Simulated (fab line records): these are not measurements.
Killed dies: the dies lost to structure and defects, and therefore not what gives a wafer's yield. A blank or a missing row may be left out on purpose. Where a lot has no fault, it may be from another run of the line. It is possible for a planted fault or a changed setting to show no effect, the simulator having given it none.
Chamber matching ; flow n5 finfet ; N5_BEOL_M9_CURE_71 on uv cure-03 has 3 sister chambers
The step cures SiCOH lowk, time 240 s. 6 wafers are shown with their chamber, then 12 later ones without.

== WAFERS, EACH WITH ITS CHAMBER ==
wafer;chamber;lamp power pct (%);wafer_temp_C_max
L078.4;0;52.29;386.5
L078.5;0;52.20;387.4
L090.3;2;52.33;387.5
L090.5;2;52.24;387.2
L088.3;1;52.40;387.5
L088.5;1;52.42;388.3

== WAFERS WITH NO CHAMBER GIVEN ==
wafer;lamp power pct (%);wafer_temp_C_max
L093.2;52.35;387.0
L093.4;52.23;387.0
L093.6;52.22;387.4
L095.2;52.25;387.1
L095.4;52.36;386.7
L095.6;52.29;386.7
L097.1;52.37;387.2
L097.4;52.26;387.2
L097.6;52.29;387.3
L097.2;52.35;386.9
L097.3;52.25;387.5
L097.5;52.41;387.2

== THE CHAMBER EACH PASSED THROUGH ==
wafer;from the rows above;in truth
L093.2;can't be placed: 2 or 0 or 1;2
L093.4;can't be placed: 0 or 2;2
L093.6;can't be placed: 0 or 2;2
L095.2;can't be placed: 0 or 2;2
L095.4;can't be placed: 2 or 0 or 1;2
L095.6;can't be placed: 0 or 2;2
L097.1;can't be placed: 1 or 2 or 0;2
L097.4;can't be placed: 2 or 0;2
L097.6;can't be placed: 2 or 0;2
L097.2;can't be placed: 2 or 0 or 1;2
L097.3;can't be placed: 2 or 0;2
L097.5;can't be placed: 1 or 2 or 0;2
Placed correctly: 0 of 12. Not placeable from these rows: 12 (in 12, the candidates include the true chamber). Wrongly placed: 0.
How it was worked out, from the rows above alone: a wafer's distance from a chamber is the root of the sum, over the readings, of the square of ((its reading less the chamber's mean) divided by the reading's scatter). If the next closest chamber is less than 2 further off than the closest, the wafer can't be placed; otherwise it belongs to the closest. The mean given for a chamber averages the wafers shown for that chamber. The scatter is the square root of a quotient: the sum, over the shown wafers, of each reading's squared deviation from its chamber's mean, divided by wafers minus chambers.
